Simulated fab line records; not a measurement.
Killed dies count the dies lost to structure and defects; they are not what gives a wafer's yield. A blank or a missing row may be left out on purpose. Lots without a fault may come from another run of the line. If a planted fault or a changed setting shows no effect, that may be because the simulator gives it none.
Comparing a struck lot with a sound one ; flow n5-finfet ; 36 steps out of a route of 1938
Sound: these wafers, L267.2, L267.4, L267.5. Wafers struck: L278.1, L278.3, L278.4. The cause comes at the end.
Each step with rows lists, per side, the tool, then ch with its chambers, then its first start. Under that, the readings that differ: sound wafers ; struck wafers ; difference of the means ; sigmas: that difference in standard deviations of wafers without a fault.
alike: readings with means less than 2 such deviations apart, plus words and numbers identical on both sides. not compared: withheld readings, readings lacking a value on some wafer, bounds such as >300 that could conceal the same value, and numbers that have no deviation in the record and whose values overlap.
The two part at a step that has a row with sigmas, a row that says differs or no value, or rows on one side only. When numbers do not overlap yet have no deviation, they are printed without sigmas and do not part them. A reading missing from all wafers of one side parts the sides only when that side holds two or more wafers.

first, 9 steps without rows for these wafers: N5_WELL_APT_HMDS_18 (time 60 s); N5_WELL_APT_COAT_19 (resist thk 950 nm); N5_WELL_APT_EBR_21; N5_WELL_APT_SOFTBAKE_20 (time 60 s); N5_WELL_APT_EXPOSE_22 (exposes mask PWELL, defocus 0 nm, target cd 200 nm); N5_WELL_APT_PEB_23 (peb time 90 s); N5_WELL_APT_DEVELOP_24 (develop time 45 s); N5_WELL_APT_HARDBAKE_29 (time 120 s); N5_WELL_APT_DESCUM_30 (chemistry O2, time 7.9 s).
N5_WELL_APT_IMPLANT_31:
  sound on implanter-02 ch 0, day 1 15:22; struck on implanter-02 ch 0, day 4 09:46
reading;sound;struck;difference;sigmas
dose-ions-cm2;1.503e+13 1.5014e+13 1.5011e+13;8.143e+12 8.111e+12 8.129e+12;-6.891e+12;-99 or more
faraday-current-uA;188 184 191;102 103 102;-85;-23
then, 25 steps without rows for these wafers: N5_WELL_APT_IMPLANT_32; N5_WELL_APT_STRIP_33 (strips in SPM, time 900 s); N5_WELL_APT_RTA_34 (time 10 s); N5_WELL_APT_OXIDE_STRIP_42 (strips SiO2 in dHF, time 45 s, target depth 12 nm); N5_WELL_APT_PRECLEAN_36 (cleans in O3/DIW, time 45 s); N5_WELL_APT_PRECLEAN_39 (cleans in dHF, time 60 s); N5_WELL_APT_SRD_37 (time 30 s); N5_WELL_APT_EPI_41 (deposits Si from SiH4/H2, target thk 50 nm, time 297.7 s); N5_PMOS_HMC_CHANNEL_EPI_HM_DEP_34 (deposits SiO2 from TEOS/O2, target thk 36 nm, time 6.9 s); N5_PMOS_HMC_CHANNEL_EPI_COAT_31 (time 60 s, resist thk 66 nm); N5_PMOS_HMC_CHANNEL_EPI_COAT_03 (resist thk 205 nm); N5_PMOS_HMC_CHANNEL_EPI_EBR_05; N5_PMOS_HMC_CHANNEL_EPI_SOFTBAKE_04 (time 60 s); N5_PMOS_HMC_CHANNEL_EPI_EXPOSE_06 (exposes mask PMOS HMC BLK, target cd 240 nm); N5_PMOS_HMC_CHANNEL_EPI_PEB_07 (peb time 60 s); N5_PMOS_HMC_CHANNEL_EPI_DEVELOP_08 (develop time 30 s); N5_PMOS_HMC_CHANNEL_EPI_DESCUM_14 (chemistry O2, time 7.9 s); N5_PMOS_HMC_CHANNEL_EPI_ETCH_32 (etches BARC in N2/H2, stops on SiO2, target depth 85.8 nm, time 50.3 s); N5_PMOS_HMC_CHANNEL_EPI_HM_OPEN_15 (chemistry CHF3/O2, target SiO2, target depth 40.6 nm, time 20.3 s); N5_PMOS_HMC_CHANNEL_EPI_STRIP_33 (strips in N2/H2); N5_PMOS_HMC_CHANNEL_EPI_STRIP_17 (strips in SPM, time 750 s); N5_PMOS_HMC_CHANNEL_EPI_ETCH_38 (etches SiO2 in CF4, target depth 1.5 nm); N5_PMOS_HMC_CHANNEL_EPI_FIN_RECESS_16 (chemistry HBr/Cl2, target Si, target depth 54 nm, time 18 s); N5_PMOS_HMC_CHANNEL_EPI_PRECLEAN_36 (cleans in O3/DIW, time 45 s); N5_PMOS_HMC_CHANNEL_EPI_PRECLEAN_18 (cleans in DHF, time 30 s).
-- record jumps: 6 days separate the struck wafers' starts on either side; left off in module PMOS_HMC_CHANNEL_EPI, taken up again in module BEOL_M4, whose first shown step is the route's number 1111 --
N5_BEOL_M4_RC_MEAS_101:
  sound on prober-01 ch 0, day 7 17:47; struck on prober-01 ch 0, day 10 16:04
reading;sound;struck;difference;sigmas
IOFF_P (nA/um);0.31 0.26 0.28;0.16 0.16 0.17;-0.12;-3
ION_N (uA/um);685 678 680;659 644 666;-25;-2
ION_P (uA/um);476 475 474;451 442 451;-27;-3
RS_PWELL (ohm/sq);2976 2996 2998;4282 4293 4251;+1285;+58
VT_N (mV);247.4 245.1 247.2;253.3 253.5 251.3;+6.1;+2
VT_P (mV);-240 -245 -244;-254 -257 -255;-12;-3
  alike: DIBL_N, DIBL_P, IOFF_N, SS_N, SS_P

== WHERE THEY PART ==
Last at N5_BEOL_M4_RC_MEAS_101 as far as this record goes, first at N5_WELL_APT_IMPLANT_31.

WHY: what the simulator had put in
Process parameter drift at N5_WELL_APT_IMPLANT_31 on implanter-02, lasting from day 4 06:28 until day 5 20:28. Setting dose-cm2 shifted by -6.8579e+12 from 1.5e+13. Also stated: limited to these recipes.
